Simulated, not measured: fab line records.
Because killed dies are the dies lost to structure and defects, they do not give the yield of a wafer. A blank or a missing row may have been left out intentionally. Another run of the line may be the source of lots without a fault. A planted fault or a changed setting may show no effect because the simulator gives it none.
What tool caused it? -- flow n5 finfet -- 36 wafers from 12 lots sampled at 4 of the route's 1938 steps

WHAT EACH GAUGE READ, for each wafer
N5_BEOL_M6_RS_MEAS_57: the measuring method here is four-point-probe.
lot,measured,on,M6_RS (ohm/sq)
L075,day 9 12:44,film metro-02,0.293 0.294 0.286
L078,day 11 14:15,film metro-02,0.282 0.270 0.284
L083,day 11 22:21,film metro-02,0.292 0.278 0.268
L080,day 12 08:22,film metro-01,0.294 0.282 0.301
L082,day 12 17:37,film metro-01,0.281 0.282 0.285
L085,day 13 13:41,film metro-01,0.274 0.282 0.279
L087,day 13 16:16,film metro-01,0.292 0.285 0.286
L091,day 14 07:40,film metro-01,0.289 0.277 0.296
L093,day 15 05:02,film metro-01,0.267 0.292 0.289
L092,day 15 13:26,film metro-01,0.280 0.295 0.286
L095,day 15 19:52,film metro-02,0.283 0.284 0.282
L097,day 16 12:53,film metro-02,0.273 0.288 0.272

EACH LOT AND THE TOOL THAT RAN IT (in order: tool; ch and the chambers of the sampled wafers; start)
lot,N5_BEOL_M5_SPUTTER_90,N5_BEOL_M6_DEGAS_44,N5_BEOL_M6_DEP_56
L075,"pvd sputter-02, day 9 05:46","pvd sputter-03, day 9 10:54","pecvd-03 ch 0,1, day 9 12:40"
L078,"pvd sputter-03, day 11 05:25","pvd sputter-03, day 11 12:35","pecvd-01 ch 1,2, day 11 14:11"
L083,"pvd sputter-01, day 11 13:10","pvd sputter-03, day 11 19:36","pecvd-04 ch 0,1, day 11 22:16"
L080,"pvd sputter-01, day 11 22:30","pvd sputter-02, day 12 04:55","pecvd-04 ch 0,1, day 12 08:17"
L082,"pvd sputter-01, day 12 08:59","pvd sputter-01, day 12 16:01","pecvd-04 ch 1,2, day 12 17:32"
L085,"pvd sputter-01, day 13 00:37","pvd sputter-01, day 13 11:40","pecvd-03 ch 1,2, day 13 13:37"
L087,"pvd sputter-01, day 13 06:26","pvd sputter-03, day 13 12:42","pecvd-01 ch 0,1,2, day 13 16:13"
L091,"pvd sputter-02, day 13 21:28","pvd sputter-03, day 14 05:07","pecvd-03 ch 0,2, day 14 07:35"
L093,"pvd sputter-03, day 14 18:19","pvd sputter-01, day 15 03:22","pecvd-01 ch 1,2, day 15 04:58"
L092,"pvd sputter-01, day 14 23:31","pvd sputter-02, day 15 11:19","pecvd-04 ch 1,2, day 15 13:22"
L095,"pvd sputter-01, day 15 09:11","pvd sputter-02, day 15 16:49","pecvd-03 ch 0,2, day 15 19:47"
L097,"pvd sputter-03, day 16 02:32","pvd sputter-02, day 16 10:46","pecvd-01 ch 0,1,2, day 16 12:49"
- N5_BEOL_M5_SPUTTER_90: material Cu, target thk 4.5 nm, time 8.29 s.
- N5_BEOL_M6_DEGAS_44: time 60 s.
- N5_BEOL_M6_DEP_56: deposits SiCN from 3MS/NH3, target thk 10 nm, time 17.5 s.

THE ANSWER, worked out from the rows above alone
Rule: the usual values come from the lots themselves. The widest of any qualifying gaps counts: lots, ordered by their means at a reading, are off when they make up no more than a third of the lots, leave a main group of 4 or more, and stand apart from it by 3 or more times the standard deviation of that group's means. If all means in a main group match to the digits the tables above print for the reading, that group is not used. Also off: a lot with no number at a reading for which 4 or more lots have one. Where the step has rows for the other lots, those lots are counted as sound.
Nothing can be told from this: no lot is off at any reading shown.

WHAT WAS PUT IN BY THE SIMULATOR
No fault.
